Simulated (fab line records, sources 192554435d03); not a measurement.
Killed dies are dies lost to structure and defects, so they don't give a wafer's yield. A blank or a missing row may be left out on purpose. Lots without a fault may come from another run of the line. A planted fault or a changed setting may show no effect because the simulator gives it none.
Split-lot experiment | flow n5_finfet | 7 lots, 39 wafers read, on a route of 1938 steps

THE SPLIT
At N5_MOL_CONTACT_COAG_SPUTTER_130 (material Co, target thk 47.5 nm), the setting target_thk_a was moved away from the recipe's 475 angstrom on 9 of the 39 wafers read, by -14.2% to -9.5%. The other wafers ran this setting at the recipe's value.

The reading is taken at the split's own step.

THE READING
Co_of_MOL_CONTACT_COAG_SPUTTER_130.thk_nm (the simulator's own value, which no gauge read), in nm, at N5_MOL_CONTACT_COAG_SPUTTER_130 (material Co, target thk 47.5 nm). The file gives no usual value for it. The 30 wafers here that ran the recipe average 47.8 nm, standard deviation 0.52 nm.

wafer  | tool, chamber at the split | target_thk_a as run, angstrom | against the recipe | Co_of_MOL_CONTACT_COAG_SPUTTER_130.thk_nm, nm | against lot-mates on the recipe
L076.1 | pvd_sputter-03, -          | 475                           | recipe             | 47.8                                          | -
L076.2 | pvd_sputter-03, -          | 475                           | recipe             | 47.4                                          | -
L076.6 | pvd_sputter-03, -          | 475                           | recipe             | 47.4                                          | -
L076.3 | pvd_sputter-03, -          | 475                           | recipe             | 47.2                                          | -
L076.4 | pvd_sputter-03, -          | 475                           | recipe             | 47.2                                          | -
L076.5 | pvd_sputter-03, -          | 475                           | recipe             | 47.6                                          | -
L078.1 | pvd_sputter-02, -          | 475                           | recipe             | 48.4                                          | -
L078.2 | pvd_sputter-02, -          | 475                           | recipe             | 48.4                                          | -
L078.5 | pvd_sputter-02, -          | 475                           | recipe             | 48.4                                          | -
L078.3 | pvd_sputter-02, -          | 425.7                         | -10.4%             | 43                                            | -5.4
L078.6 | pvd_sputter-02, -          | 425.7                         | -10.4%             | 43                                            | -5.4
L078.4 | pvd_sputter-02, -          | 425.7                         | -10.4%             | 43.4                                          | -5.0
L082.1 | pvd_sputter-01, -          | 475                           | recipe             | 46.8                                          | -
L082.2 | pvd_sputter-01, -          | 475                           | recipe             | 47.6                                          | -
L082.5 | pvd_sputter-01, -          | 475                           | recipe             | 47                                            | -
L086.1 | pvd_sputter-03, -          | 475                           | recipe             | 47.6                                          | -
L086.4 | pvd_sputter-03, -          | 475                           | recipe             | 47.6                                          | -
L086.2 | pvd_sputter-03, -          | 407.7                         | -14.2%             | 40.8                                          | -7.3
L086.3 | pvd_sputter-03, -          | 475                           | recipe             | 49                                            | -
L086.5 | pvd_sputter-03, -          | 407.7                         | -14.2%             | 41.2                                          | -6.9
L086.6 | pvd_sputter-03, -          | 407.7                         | -14.2%             | 42                                            | -6.1
L091.1 | pvd_sputter-03, -          | 475                           | recipe             | 48.6                                          | -
L091.2 | pvd_sputter-03, -          | 475                           | recipe             | 47.8                                          | -
L091.3 | pvd_sputter-03, -          | 475                           | recipe             | 48.2                                          | -
L091.4 | pvd_sputter-03, -          | 429.8                         | -9.5%              | 43.2                                          | -5.0
L091.5 | pvd_sputter-03, -          | 429.8                         | -9.5%              | 43.2                                          | -5.0
L091.6 | pvd_sputter-03, -          | 429.8                         | -9.5%              | 43.4                                          | -4.8
L093.1 | pvd_sputter-02, -          | 475                           | recipe             | 47.8                                          | -
L093.2 | pvd_sputter-02, -          | 475                           | recipe             | 47.8                                          | -
L093.4 | pvd_sputter-02, -          | 475                           | recipe             | 47.8                                          | -
L093.3 | pvd_sputter-02, -          | 475                           | recipe             | 47.4                                          | -
L093.5 | pvd_sputter-02, -          | 475                           | recipe             | 47.6                                          | -
L093.6 | pvd_sputter-02, -          | 475                           | recipe             | 47.6                                          | -
L094.1 | pvd_sputter-02, -          | 475                           | recipe             | 48.4                                          | -
L094.2 | pvd_sputter-02, -          | 475                           | recipe             | 48.4                                          | -
L094.5 | pvd_sputter-02, -          | 475                           | recipe             | 48.4                                          | -
L094.3 | pvd_sputter-02, -          | 475                           | recipe             | 48.2                                          | -
L094.4 | pvd_sputter-02, -          | 475                           | recipe             | 47.4                                          | -
L094.6 | pvd_sputter-02, -          | 475                           | recipe             | 47.4                                          | -

THE FIT
A straight line over all 39 wafers: Co_of_MOL_CONTACT_COAG_SPUTTER_130.thk_nm changes by +0.459 nm for each +1% of target_thk_a; r = +0.98; the points scatter about the line by 0.49 nm.
The same after taking each lot's own level away (the mean of its wafers on the recipe; 39 wafers): +0.493 nm for each +1%; r = +0.99; scatter 0.36 nm.
On that fit, the largest move of target_thk_a shifts the reading by 7 nm.
The lots' own levels span 47.13 to 48.40 nm, that is 2.5 times the standard deviation above.
So the lot-to-lot level changes the slope little: the two slopes agree.
Check: with one of the wafers moved furthest among these (-14.2%) left out of the fit, the line predicts -6.94 nm for it against its lot-mates. It came out at -7.27 nm against them.

OTHER SPLITS ON THESE WAFERS
These wafers also went through other splits before the reading. Each is held against what the fit with the lots' levels taken away leaves over:
other split on the same wafers     | wafers away from the commonest value | r with Co_of_MOL_CONTACT_COAG_SPUTTER_130.thk_nm (lot level and that fit taken away)
N5_HKMG_FIN_ETCH_58 target_depth_a | 15                                   | -0.05

THE FILE'S OWN FIT
Co_of_MOL_CONTACT_COAG_SPUTTER_130.thk_nm changes by +0.494 nm for each +1% of target_thk_a, r = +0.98.
